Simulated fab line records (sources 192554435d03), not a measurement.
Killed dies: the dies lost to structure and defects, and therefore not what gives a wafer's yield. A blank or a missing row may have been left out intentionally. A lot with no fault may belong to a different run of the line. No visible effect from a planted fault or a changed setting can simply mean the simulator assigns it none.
Matching of chambers | flow n5Finfet | N5_BEOL_M14_DESCUM_33 on rieDiel-06 has 4 sister chambers
The step chemistry O2, time 7.9 s. 8 wafers are shown with their chamber, then 8 later ones without.

== EACH WAFER AND ITS CHAMBER ==
wafer  | chamber | drypumpMotorCurrentA (A) | showerheadPlenumPTorr (Torr)
L078.4 | 1       | 5.2                      | 2.03
L078.6 | 0       | 5.2                      | 2.17
L079.3 | 0       | 5.2                      | 2.16
L079.5 | 3       | 5.9                      | 1.98
L086.1 | 2       | 5.1                      | 2.13
L086.3 | 3       | 5.9                      | 1.98
L086.5 | 1       | 5.2                      | 2.02
L088.2 | 2       | 5.2                      | 2.13

== WAFERS WITHOUT THEIR CHAMBER ==
wafer  | drypumpMotorCurrentA (A) | showerheadPlenumPTorr (Torr)
L088.3 | 5.2                      | 2.02
L088.4 | 5.2                      | 2.02
L092.3 | 5.9                      | 1.97
L092.5 | 5.2                      | 2.16
L092.6 | 5.2                      | 2.02
L094.3 | 5.1                      | 2.12
L094.5 | 5.2                      | 2.16
L094.6 | 5.2                      | 2.01

== CHAMBER TAKEN BY EACH ==
wafer  | from the rows above | in truth
L088.3 | 1                   | 1
L088.4 | 1                   | 1
L092.3 | 3                   | 3
L092.5 | 0                   | 0
L092.6 | 1                   | 1
L094.3 | 2                   | 2
L094.5 | 0                   | 0
L094.6 | 1                   | 1
8 of 8 placed correctly. Left unplaced by these rows: 0. 0 placed wrongly.
How it was worked out, from the rows above alone: a wafer's distance from a chamber is the root of the sum, over the readings, of the square of ((its reading less the chamber's mean) divided by the reading's scatter). If the next closest chamber is less than 2 further off than the closest, the wafer can't be placed; otherwise it belongs to the closest. For every chamber, the mean is computed from those of its wafers that are shown. The scatter: the root of (the sum of the squares of (reading less its chamber's mean) over the shown wafers, divided by (wafers less chambers)).
